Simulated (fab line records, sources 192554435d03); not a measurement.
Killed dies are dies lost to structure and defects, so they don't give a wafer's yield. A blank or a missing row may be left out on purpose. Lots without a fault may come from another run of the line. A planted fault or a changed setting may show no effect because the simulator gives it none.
A struck lot beside a sound one | flow n5_finfet | 37 steps out of a route of 1938
Sound: wafers L579.4, L579.5, L579.6. Struck: wafers L587.1, L587.3, L587.4. The cause comes at the end.
At each step with rows: each side's tool, then ch and its chambers, then its first start. Under that, the readings that differ: sound wafers | struck wafers | difference of the means | sigmas: that difference in standard deviations of wafers without a fault.
alike: readings whose means differ by less than 2 such deviations, and words and numbers that are the same on both sides. not compared: withheld readings, readings that some wafer has no value for, bounds like >300 that may hide the same value, and numbers for which the record gives no deviation and whose values overlap.
The two part at a step that has a row with sigmas, a row that says differs or no value, or rows on one side only. Numbers that don't overlap but have no deviation are shown without sigmas and don't part them. A reading that every wafer of one side lacks parts them only if that side has two wafers or more.

first, 9 steps without rows for these wafers: N5_BEOL_M10_PEB_26 (peb time 60 s); N5_BEOL_M10_DEVELOP_27 (develop time 30 s); N5_BEOL_M10_DESCUM_33 (chemistry O2, time 7.9 s); N5_BEOL_M10_ETCH_65 (etches SiARC in CF4, target depth 39 nm, time 65 s); N5_BEOL_M10_ETCH_66 (etches SOC in N2/H2, target depth 120 nm, overetch 24 nm, time 180 s); N5_BEOL_M10_STRIP_69 (strips in N2/H2); N5_BEOL_M10_VIA_ETCH_34 (etches SiCOH lowk in C4F6/O2, target depth 184.5 nm, time 69.2 s); N5_BEOL_M10_STRIP_73 (strips in C4F6/O2); N5_BEOL_M10_STRIP_36 (strips in N2/H2).
N5_BEOL_M10_TRENCH_ETCH_37: etches SiCOH lowk in C4F6/O2, target depth 148.83 nm, time 48 s.
  sound on rie_diel-06 ch 0,1,3, day 11 23:56; struck on rie_diel-06 ch 1,2,3, day 14 18:41
  reading                                     | sound             | struck            | difference                   | sigmas
  oes_f_703_au (a.u.)                         | 0.84 0.83 0.94    | 0.69 0.62 0.57    | -0.24                        | -3
  rf_fwd_power_W (W)                          | 343.2 342.6 341.7 | 257.6 260.3 258.6 | -83.7                        | -52
  rf_hours_counter_h (h)                      | - - -             | 3 38 100          | no value on the sound wafers |
  rf_vpp_V (V)                                | 666 658 668       | 755 768 756       | +96                          | +18
  model.BEOL_M10.feature_depth_nm (nm)        | 148.4 147 149.8   | 135 135 133.2     | -14                          |
  model.etch.depth_nm (nm)                    | 148.4 147.1 149.7 | 135 135 133.2     | -14                          |
  model.TiN_of_BEOL_M10_HM_DEP_02.thk_nm (nm) | 16 15.8 15.8      | 16.6 16.4 16.4    | +0.6                         |
  alike: drypump_motor_current_A, oes_product_au, showerhead_plenum_p_Torr, throttle_valve_pct
then, 2 steps without rows for these wafers: N5_BEOL_M10_ETCH_41 (etches SiCN in CH3F/O2, target depth 42.6 nm, time 86 s); N5_BEOL_M10_STRIP_77 (strips in N2/H2, time 10 s).
N5_BEOL_M10_OCD_MEAS_38:
  sound on ocd-01, day 12 00:05; struck on ocd-01, day 14 18:52
  reading              | sound             | struck            | difference | sigmas
  trench_depth_nm (nm) | 148.5 146.8 149.4 | 134.6 134.9 133.2 | -14.0      | -9
then, 13 steps without rows for these wafers: N5_BEOL_M10_HM_STRIP_39 (strips TiN in peroxide tin strip, target depth 25 nm, time 158 s); N5_BEOL_M10_SRD_40 (time 30 s); N5_BEOL_M10_PRECLEAN_42 (cleans in residue remover, time 60 s); N5_BEOL_M10_SRD_43 (time 30 s); N5_BEOL_M10_CURE_72 (cures SiCOH lowk, time 120 s); N5_BEOL_M10_DEGAS_44 (time 60 s); N5_BEOL_M10_PRE_CLEAN_45 (time 30 s); N5_BEOL_M10_ALD_74 (deposits TaN, target thk 2 nm, pulse time 2 s, purge time 3 s); N5_BEOL_M10_SURFACE_TREAT_76; N5_BEOL_M10_CVD_75 (deposits Co from CCTBA/H2, target thk 2 nm, time 138.9 s); N5_BEOL_M10_SPUTTER_48 (material Cu, target thk 12 nm, time 2 s); N5_BEOL_M10_ECD_50 (material Cu, target thk 318 nm); N5_BEOL_M10_ANNEAL_51 (time 90 s).
N5_BEOL_M10_CMP_52: polishes, stops on SiCOH lowk, t overpolish 7 s, target thk 140 nm.
  sound on cmp-04 ch 1,2, day 12 03:08; struck on cmp-03 ch 0,2,3, day 14 21:49
  reading                                 | sound             | struck            | difference | sigmas
  model.Cu_of_BEOL_M10_ECD_50.thk_nm (nm) | 139.2 138.6 141.6 | 126.8 125.8 125.4 | -13.8      |
  alike: barrier_field_endpoint_s, motor_current_A, overpolish_run_s, time_to_endpoint_s
N5_BEOL_M10_THK_MEAS_53: measures by xrf.
  sound on film_metro-01, day 12 03:26; struck on film_metro-01, day 14 22:04
  reading      | sound             | struck            | difference | sigmas
  M10_THK (nm) | 138.0 137.5 140.8 | 124.8 123.3 123.3 | -15.0      | -8
then, 2 steps without rows for these wafers: N5_BEOL_M10_PRE_CLEAN_55 (time 15 s); N5_BEOL_M10_DEP_56 (deposits SiCN from 3MS/NH3, target thk 15 nm, time 26.5 s).
N5_BEOL_M10_RS_MEAS_57: measures by four-point-probe.
  sound on film_metro-02, day 12 03:36; struck on film_metro-01, day 14 22:13
  reading         | sound                | struck               | difference | sigmas
  M10_RS (ohm/sq) | 0.1516 0.1527 0.1491 | 0.1683 0.1699 0.1704 | +0.0184    | +8
then, 5 steps without rows for these wafers: N5_BEOL_M11_ILD_DEP_00 (deposits SiCOH lowk from DEMS/porogen, target thk 308.51 nm, time 58 s); N5_BEOL_M11_CURE_71 (cures SiCOH lowk, time 240 s); N5_BEOL_M11_PECVD_70 (deposits SiO2 from TEOS/O2, target thk 20 nm, time 22.7 s); N5_BEOL_M11_HM_DEP_02 (deposits TiN, target thk 20 nm); N5_BEOL_M11_COAT_59 (time 60 s, resist thk 100 nm).
N5_BEOL_M15_RC_MEAS_101:
  sound on prober-01 ch 0, day 13 09:47; struck on prober-02 ch 0, day 16 07:09
  reading                    | sound          | struck         | difference | sigmas
  SERP_M10 (ohm/um)          | 3.09 3.06 3.04 | 3.48 3.49 3.53 | +0.44      | +7
  SERP_M10_max_site (ohm/um) | 3.12 3.14 3.15 | 3.53 3.57 3.62 | +0.44      | +6
  SERP_M6 (ohm/um)           | 14.0 14.2 14.7 | 13.5 13.1 13.5 | -0.9       | -2
  alike: COMB_M10, COMB_M10_max_site, COMB_M11, COMB_M12, COMB_M13, COMB_M14, COMB_M15, COMB_M5, COMB_M5_max_site, COMB_M6, COMB_M7, COMB_M8, COMB_M9, SERP_M11, SERP_M12, SERP_M13, SERP_M14, SERP_M5, SERP_M7, SERP_M8, SERP_M9

WHERE THEY PART
First at N5_BEOL_M10_TRENCH_ETCH_37; last, within this record, at N5_BEOL_M15_RC_MEAS_101.

WHY: what the simulator had put in
Process parameter drift: rie_diel-06, from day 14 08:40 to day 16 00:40, at N5_BEOL_M10_TRENCH_ETCH_37. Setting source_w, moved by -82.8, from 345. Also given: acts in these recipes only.
